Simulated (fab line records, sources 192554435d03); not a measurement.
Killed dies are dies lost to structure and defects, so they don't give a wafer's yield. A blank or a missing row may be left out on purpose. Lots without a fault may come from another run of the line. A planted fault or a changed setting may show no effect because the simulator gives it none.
Chamber matching | flow n5_finfet | N5_GATE_CUT_ETCH_28 on rie_diel-02: 4 sister chambers
The step etches underlayer in N2/H2, target depth 13 nm, time 10.4 s. 4 wafers are shown with their chamber, then 7 later ones without.

WAFERS WITH THEIR CHAMBER
wafer  | chamber | showerhead_plenum_p_Torr (Torr)
L081.5 | 1       | 2.50
L086.5 | 3       | 2.55
L087.3 | 0       | 2.38
L087.4 | 2       | 2.58

WAFERS WITHOUT THEIR CHAMBER
wafer  | showerhead_plenum_p_Torr (Torr)
L087.6 | 2.55
L088.2 | 2.38
L088.3 | 2.55
L088.5 | 2.38
L096.2 | 2.70
L096.3 | 2.50
L096.4 | 2.54

WHICH CHAMBER EACH WENT THROUGH
wafer  | from the rows above          | in truth
L087.6 | can't be placed: 3 or 2 or 1 | 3
L088.2 | 0                            | 0
L088.3 | can't be placed: 3 or 2 or 1 | 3
L088.5 | 0                            | 0
L096.2 | can't be placed: 2 or 3 or 1 | 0
L096.3 | can't be placed: 1 or 3 or 2 | 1
L096.4 | can't be placed: 3 or 1 or 2 | 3
Placed correctly: 2 of 7. Can't be placed from these rows: 5 (the true chamber is among the candidates in 4). Placed wrongly: 0.
How it was worked out, from the rows above alone: a wafer's distance from a chamber is the root of the sum, over the readings, of the square of ((its reading less the chamber's mean) divided by the reading's scatter). The wafer belongs to the nearest chamber; if the next one is less than 2 further off, it can't be placed. A chamber's mean is the mean of its shown wafers. The scatter: with one shown wafer a chamber, the root of the mean of the squares of how far each hidden wafer lies from its nearest shown one.
